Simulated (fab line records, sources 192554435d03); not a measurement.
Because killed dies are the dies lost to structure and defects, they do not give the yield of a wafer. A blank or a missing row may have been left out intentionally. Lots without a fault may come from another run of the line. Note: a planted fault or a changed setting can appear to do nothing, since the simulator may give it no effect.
A struck lot beside a sound one    flow n5_finfet    24 out of 1938 route steps
Sound: wafers L780.3, L780.4, L780.5. Wafers struck: L784.1, L784.3, L784.6. At the end, the cause is stated.
Per side, at each step with rows, come the tool, then ch with its chambers, and then its first start. Under that, the readings that differ: sound wafers    struck wafers    difference of the means    sigmas: that difference in standard deviations of wafers without a fault.
alike: words and numbers the same on both sides, and readings whose means are apart by under 2 such deviations; not compared: readings that were withheld, readings missing a value for some wafer, numbers with overlapping values and no deviation given by the record, and bounds like >300 which may hide the same value.
A row with sigmas, a row that says differs or no value, or rows on one side alone: a step with any of these is where the two part. When numbers do not overlap yet have no deviation, they are printed without sigmas and do not part them. A reading that every wafer of one side lacks parts them only if that side has two wafers or more.

first, 8 steps without rows for these wafers: N5_BEOL_M5_PRE_CLEAN_77 (time 15 s); N5_BEOL_M5_CO_CAP_78 (material Co, precursor CCTBA/H2, target thk 2 nm, time 102.1 s); N5_BEOL_M5_PRE_CLEAN_55 (time 15 s); N5_BEOL_M5_DEP_56 (deposits SiCN from 3MS/NH3, target thk 8 nm, time 14 s); N5_BEOL_M6_ILD_DEP_00 (deposits SiCOH lowk from DEMS/porogen, target thk 179.75 nm, time 33.4 s); N5_BEOL_M6_CURE_74 (cures SiCOH lowk, time 240 s); N5_BEOL_M6_PECVD_70 (deposits SiO2 from TEOS/O2, target thk 20 nm, time 22.7 s); N5_BEOL_M6_HM_DEP_02 (deposits TiN, target thk 20 nm).
N5_BEOL_M6_COAT_59: time 60 s, resist thk 100 nm.
  sound on litho_track-01 ch 0, day 11 18:48; struck on litho_track-01 ch 0, day 12 06:58
reading                                   sound                 struck                difference  sigmas
spin_speed_rpm (rpm)                      1498.1 1500.7 1500.5  1570.6 1568.5 1568.8  +69.5       +70
model.SOC_of_BEOL_M6_COAT_59.thk_nm (nm)  99.8 99.8 100         97.8 97.6 97.6        -2.2        
  alike: exhaust_pa
then, 9 steps without rows for these wafers: N5_BEOL_M6_COAT_60 (time 60 s, resist thk 35 nm); N5_BEOL_M6_COAT_05 (resist thk 90 nm); N5_BEOL_M6_EBR_07; N5_BEOL_M6_SOFTBAKE_06 (time 60 s); N5_BEOL_M6_EXPOSE_08 (exposes mask M6); N5_BEOL_M6_PEB_09 (peb time 60 s); N5_BEOL_M6_DEVELOP_10 (develop time 30 s); N5_BEOL_M6_DESCUM_16 (chemistry O2, time 7.9 s); N5_BEOL_M6_ETCH_61 (etches SiARC in CF4, target depth 45.5 nm, time 75.8 s).
N5_BEOL_M6_ETCH_62: etches SOC in N2/H2, target depth 110 nm, overetch 22 nm, time 165 s.
  sound on rie_diel-03 ch 0,2, day 11 19:14; struck on rie_diel-01 ch 0,2, day 12 07:34
reading                   sound              struck            difference  sigmas
model.etch.depth_nm (nm)  99.78 99.86 99.91  97.89 97.63 97.6  -2.14       
  alike: drypump_motor_current_A, oes_product_au, rf_vpp_V, showerhead_plenum_p_Torr, throttle_valve_pct
  not compared: rf_hours_counter_h
then, 2 steps without rows for these wafers: N5_BEOL_M6_STRIP_68 (strips in N2/H2); N5_BEOL_M6_STRIP_67 (strips in CF4).
N5_BEOL_M6_HM_OPEN_17: chemistry Cl2/BCl3, target TiN, target depth 20 nm, overetch 6 nm.
  sound on rie_metal-01 ch 0,1, day 11 19:27; struck on rie_metal-03 ch 0, day 12 07:46
reading                                   sound        struck        difference  sigmas
drypump_motor_current_A (A)               6.2 6.6 6.6  5.4 5.4 5.4   -1.1        -2
model.SOC_of_BEOL_M6_COAT_59.thk_nm (nm)  92 92 92.2   90 89.6 89.6  -2          
  alike: oes_product_au, throttle_valve_pct
  not compared: rf_hours_counter_h
then, 1 step without rows for these wafers: N5_BEOL_M6_STRIP_19 (strips in O2).
-- the record jumps here: 4 days lie between the struck wafers' starts before and after (it left off in module BEOL_M6 and takes up again in module PASSIVATION, whose first step shown is number 1936 of the route) --
N5_PASSIVATION_PROBE_49:
  only the struck wafers here have rows in the record (prober-02, day 15 21:08); the sound ones have none

## WHERE THEY PART
At N5_BEOL_M6_COAT_59 first; at N5_PASSIVATION_PROBE_49 last (within this record only).

WHY: whatever the simulator had introduced
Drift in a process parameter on litho_track-01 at N5_BEOL_M6_COAT_59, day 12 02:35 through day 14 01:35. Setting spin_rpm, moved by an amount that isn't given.
